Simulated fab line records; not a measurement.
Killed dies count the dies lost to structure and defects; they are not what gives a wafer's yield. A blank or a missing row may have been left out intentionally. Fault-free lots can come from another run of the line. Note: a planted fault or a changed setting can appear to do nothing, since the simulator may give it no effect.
Lot-split experiment + flow n5_finfet + 21 wafers read across 7 lots, on a route 1938 steps long

== ON THE SPLIT ==
At N5_BEOL_M7_ETCH_66 (etches SOC in N2/H2, target depth 80 nm, overetch 16 nm, time 120 s), the setting bias_w was moved away from the recipe's 150 W on 7 of the 21 wafers read, by -14.7% to +13.7%. All remaining wafers had this setting at the recipe value.

The reading comes from the split's own step.

== THE READING ==
rf_vpp_V, in V, at N5_BEOL_M7_ETCH_66 (etches SOC in N2/H2, target depth 80 nm, overetch 16 nm, time 120 s). Typical for fault-free wafers on this fab line: 521.9 V, with standard deviation 1.6 V.

| wafer  | tool, chamber at the split | bias_w as run, W | against the recipe | rf_vpp_V, V | against lot-mates on the recipe |
|--------|----------------------------|------------------|--------------------|-------------|---------------------------------|
| L075.1 | rie_diel-06, 3             | 150              | recipe             | 520.4       | -                               |
| L075.4 | rie_diel-06, 2             | 150              | recipe             | 523.6       | -                               |
| L075.5 | rie_diel-06, 2             | 150              | recipe             | 521.7       | -                               |
| L077.4 | rie_diel-03, 2             | 150              | recipe             | 522.7       | -                               |
| L077.5 | rie_diel-03, 2             | 150              | recipe             | 523.9       | -                               |
| L077.6 | rie_diel-03, 3             | 150              | recipe             | 519.7       | -                               |
| L079.1 | rie_diel-06, 0             | 150              | recipe             | 522.7       | -                               |
| L079.4 | rie_diel-06, 0             | 150              | recipe             | 520.9       | -                               |
| L079.6 | rie_diel-06, 2             | 136.3            | -9.1%              | 492.5       | -29.3                           |
| L082.3 | rie_diel-06, 0             | 150              | recipe             | 522.7       | -                               |
| L082.4 | rie_diel-06, 3             | 150              | recipe             | 521.2       | -                               |
| L082.5 | rie_diel-06, 0             | 162.5            | +8.3%              | 549.0       | +27.0                           |
| L085.3 | rie_diel-06, 3             | 128              | -14.7%             | 471.3       | -52.7                           |
| L085.5 | rie_diel-06, 1             | 128              | -14.7%             | 469.2       | -54.8                           |
| L085.6 | rie_diel-06, 2             | 150              | recipe             | 524.0       | -                               |
| L086.2 | rie_diel-01, 3             | 170.5            | +13.7%             | 567.4       | +43.9                           |
| L086.4 | rie_diel-01, 0             | 170.5            | +13.7%             | 566.4       | +42.9                           |
| L086.6 | rie_diel-01, 2             | 150              | recipe             | 523.5       | -                               |
| L092.3 | rie_diel-01, 2             | 150              | recipe             | 523.6       | -                               |
| L092.4 | rie_diel-01, 1             | 141.8            | -5.5%              | 503.2       | -20.1                           |
| L092.5 | rie_diel-01, 3             | 150              | recipe             | 522.9       | -                               |

THE FIT
A straight line over all 21 wafers: rf_vpp_V changes by +3.39 V for each +1% of bias_w; r = +1.00; the points scatter about the line by 1.6 V.
The same after taking each lot's own level away (the mean of its wafers on the recipe; 21 wafers): +3.41 V for each +1%; r = +1.00; scatter 1.9 V.
Per that fit: largest bias_w move, reading shift of 50 V.
The span of the lots' own levels, 521.80 to 524.00 V, comes to 1.4 times the standard deviation stated above.
The two slopes agree, so the slope changes little with the lot-to-lot level.
Check: -50 V against its lot-mates is what the line predicts for one of the wafers moved furthest among these (-14.7%) when that wafer is left out of the fit. It came out at -52.7 V against them.
Tool readings at the split's step, against how far the setting was moved: rf_vpp_V r = +1.00.

== THE OTHER SPLITS THESE WAFERS WENT THROUGH ==
Note: prior to the reading, these wafers also went through further splits. Each is held against what the fit with the lots' levels taken away leaves over:
| other split on the same wafers | wafers away from the commonest value | r with rf_vpp_V (lot level and that fit taken away) |
|--------------------------------|--------------------------------------|-----------------------------------------------------|
| N5_BEOL_M7_EXPOSE_25 dose_mj   | 4                                    | +0.38                                               |

== THE WHOLE CHAIN: every reading that the file lists as answering this split, in the file's order ==
| step               | what it does                                                        | reading                                                                          | change (the file's fit)                | r (the file's) |
|--------------------|---------------------------------------------------------------------|----------------------------------------------------------------------------------|----------------------------------------|----------------|
| N5_BEOL_M7_ETCH_66 | etches SOC in N2/H2, target depth 80 nm, overetch 16 nm, time 120 s | rf_vpp_V                                                                         | +3.39 V for each +1% of the setting    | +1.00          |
| N5_BEOL_M7_ETCH_66 | etches SOC in N2/H2, target depth 80 nm, overetch 16 nm, time 120 s | SiARC_of_BEOL_M7_COAT_64.thk_nm (the simulator's own value, which no gauge read) | -0.0643 nm for each +1% of the setting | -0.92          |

== THE FILE'S OWN FIT ==
rf_vpp_V changes by +3.39 V for each +1% of bias_w, r = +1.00.
